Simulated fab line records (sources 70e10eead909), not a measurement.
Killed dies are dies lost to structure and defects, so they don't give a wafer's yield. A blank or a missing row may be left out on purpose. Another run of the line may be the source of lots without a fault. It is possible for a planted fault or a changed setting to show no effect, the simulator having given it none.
Chamber matching -- flow nandHarc -- NHARC_A_CONTACT_ETCH_90 on rieDiel-05: 4 sister chambers
The step etches the open film in CH3F/O2, target depth 40 nm, time 85.7 s. 19 wafers are shown with their chamber, then 9 later ones without.

WAFERS PAIRED WITH THEIR CHAMBERS
wafer,chamber,drypumpMotorCurrentA (A),showerheadPlenumPTorr (Torr),runLengthS (s)
L567.1,2,4.8,2.45,107.2
L567.3,3,5.0,2.43,106.9
L567.5,2,4.7,2.45,106.6
L571.4,2,4.8,2.45,106.6
L571.5,2,4.7,2.45,106.8
L571.6,3,5.0,2.43,107.2
L570.1,1,6.1,2.36,107.2
L570.5,3,5.0,2.43,107.1
L570.6,0,5.8,2.40,106.1
L572.1,0,5.8,2.40,106.2
L572.2,2,4.8,2.45,106.6
L572.3,3,5.0,2.43,106.8
L574.1,2,4.8,2.45,106.8
L574.3,0,5.8,2.39,106.2
L574.4,3,5.0,2.43,106.8
L576.3,2,4.8,2.44,106.9
L576.4,0,5.8,2.39,106.7
L576.6,0,5.9,2.39,106.2
L581.2,3,5.0,2.43,106.9

SIGNATURES, as means of the wafers listed above
reading,chamber 0,chamber 1,chamber 2,chamber 3,scatter within a chamber
drypumpMotorCurrentA,5.820,6.100,4.771,5.000,0.0385
showerheadPlenumPTorr,2.3940,2.3600,2.4486,2.4300,0.0037
runLengthS,106.280,107.200,106.786,106.950,0.208
Rule: for each reading, subtract the chamber's mean from the wafer's reading, divide by that reading's scatter and square the result; add these up over the readings and take the root, which gives the wafer's distance from the chamber. The wafer belongs to the nearest chamber; if the next one is less than 2 further off, it can't be placed. The scatter: the root of (the sum of the squares of (reading less its chamber's mean) over the shown wafers, divided by (wafers less chambers)).

WAFERS WHOSE CHAMBER IS MISSING
wafer,drypumpMotorCurrentA (A),showerheadPlenumPTorr (Torr),runLengthS (s)
L581.6,5.0,2.43,106.8
L582.2,5.0,2.43,107.1
L582.4,6.1,2.35,106.8
L587.1,5.8,2.39,106.7
L587.2,5.0,2.42,106.8
L587.6,5.8,2.39,106.2
L590.3,5.8,2.39,106.1
L590.4,5.0,2.42,107.5
L590.6,5.0,2.42,106.9

WHICH CHAMBER EACH WENT THROUGH
wafer,from the rows above,in truth
L581.6,3,3
L582.2,3,3
L582.4,1,1
L587.1,0,0
L587.2,3,3
L587.6,0,0
L590.3,0,0
L590.4,3,3
L590.6,3,3
Placed correctly: 9 of 9. Can't be placed from these rows: 0. Wrongly placed: 0.
